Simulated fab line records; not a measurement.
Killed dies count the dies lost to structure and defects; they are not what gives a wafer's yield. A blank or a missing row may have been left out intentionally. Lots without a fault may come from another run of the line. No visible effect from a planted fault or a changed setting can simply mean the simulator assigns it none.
Chamber matching / flow n5_finfet / cvd_co-01 running N5_BEOL_M0_CO_CAP_123: 3 sister chambers
The step material Co, precursor CCTBA/H2, target thk 2 nm, time 102.1 s. 6 wafers are shown with their chamber, then 11 later ones without.

WAFERS, EACH WITH ITS CHAMBER
wafer=L091.4; chamber=2; heater_power_w (W)=221; susceptor_temp_C (C)=199.92
wafer=L091.5; chamber=1; heater_power_w (W)=232; susceptor_temp_C (C)=200.04
wafer=L093.2; chamber=0; heater_power_w (W)=243; susceptor_temp_C (C)=200.02
wafer=L093.3; chamber=1; heater_power_w (W)=232; susceptor_temp_C (C)=200.01
wafer=L093.6; chamber=2; heater_power_w (W)=223; susceptor_temp_C (C)=200.03
wafer=L094.1; chamber=0; heater_power_w (W)=248; susceptor_temp_C (C)=200.11

WAFERS WHOSE CHAMBER IS MISSING
wafer=L094.2; heater_power_w (W)=239; susceptor_temp_C (C)=200.07
wafer=L094.4; heater_power_w (W)=243; susceptor_temp_C (C)=199.95
wafer=L095.4; heater_power_w (W)=254; susceptor_temp_C (C)=199.86
wafer=L095.5; heater_power_w (W)=237; susceptor_temp_C (C)=199.97
wafer=L095.6; heater_power_w (W)=223; susceptor_temp_C (C)=199.74
wafer=L096.1; heater_power_w (W)=253; susceptor_temp_C (C)=200.21
wafer=L096.3; heater_power_w (W)=228; susceptor_temp_C (C)=199.73
wafer=L096.5; heater_power_w (W)=239; susceptor_temp_C (C)=200.31
wafer=L097.2; heater_power_w (W)=226; susceptor_temp_C (C)=199.84
wafer=L097.3; heater_power_w (W)=236; susceptor_temp_C (C)=199.99
wafer=L097.6; heater_power_w (W)=225; susceptor_temp_C (C)=200.06

CHAMBER TAKEN BY EACH
wafer=L094.2; from the rows above=can't be placed: 0 or 1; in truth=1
wafer=L094.4; from the rows above=0; in truth=0
wafer=L095.4; from the rows above=0; in truth=0
wafer=L095.5; from the rows above=can't be placed: 1 or 0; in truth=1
wafer=L095.6; from the rows above=2; in truth=2
wafer=L096.1; from the rows above=0; in truth=0
wafer=L096.3; from the rows above=can't be placed: 2 or 1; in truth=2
wafer=L096.5; from the rows above=can't be placed: 0 or 1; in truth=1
wafer=L097.2; from the rows above=can't be placed: 2 or 1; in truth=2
wafer=L097.3; from the rows above=1; in truth=1
wafer=L097.6; from the rows above=can't be placed: 2 or 1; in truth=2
Correct placement for 5 of the 11. Cannot be placed on the basis of these rows: 6; the candidates contain the true chamber in 6. 0 placed wrongly.
How it was worked out, from the rows above alone: a wafer's distance from a chamber is the root of the sum, over the readings, of the square of ((its reading less the chamber's mean) divided by the reading's scatter). The wafer belongs to the nearest chamber; if the next one is less than 2 further off, it can't be placed. A chamber's mean is the mean of its shown wafers. How the scatter is found: for the shown wafers, subtract from each reading the mean of its chamber, square and add these, divide the total by (wafers less chambers), then take the root.
